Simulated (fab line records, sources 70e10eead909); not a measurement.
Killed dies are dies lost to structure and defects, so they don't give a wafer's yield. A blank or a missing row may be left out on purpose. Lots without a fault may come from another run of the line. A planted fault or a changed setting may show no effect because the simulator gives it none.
Chamber matching | flow nand_harc | NHARC_A_STAIRCASE_DEP_471 on pecvd-03: 3 sister chambers
The step deposits SiO2, target thk 100 nm. 3 wafers are shown with their chamber, then 8 later ones without.

WAFERS WITH THEIR CHAMBER
wafer  | chamber | heater_power_w (W)
L086.4 | 0       | 530
L088.3 | 1       | 460
L090.1 | 2       | 315

WAFERS WITHOUT THEIR CHAMBER
wafer  | heater_power_w (W)
L090.3 | 488
L090.5 | 560
L093.2 | 456
L093.5 | 443
L093.6 | 586
L097.2 | 314
L097.3 | 491
L097.4 | 325

WHICH CHAMBER EACH WENT THROUGH
wafer  | from the rows above     | in truth
L090.3 | can't be placed: 1 or 0 | 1
L090.5 | 0                       | 0
L093.2 | 1                       | 1
L093.5 | 1                       | 1
L093.6 | 0                       | 0
L097.2 | 2                       | 2
L097.3 | can't be placed: 1 or 0 | 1
L097.4 | 2                       | 2
Placed correctly: 6 of 8. Can't be placed from these rows: 2 (the true chamber is among the candidates in 2). Placed wrongly: 0.
How it was worked out, from the rows above alone: a wafer's distance from a chamber is the root of the sum, over the readings, of the square of ((its reading less the chamber's mean) divided by the reading's scatter). The wafer belongs to the nearest chamber; if the next one is less than 2 further off, it can't be placed. A chamber's mean is the mean of its shown wafers. The scatter: with one shown wafer a chamber, the root of the mean of the squares of how far each hidden wafer lies from its nearest shown one.
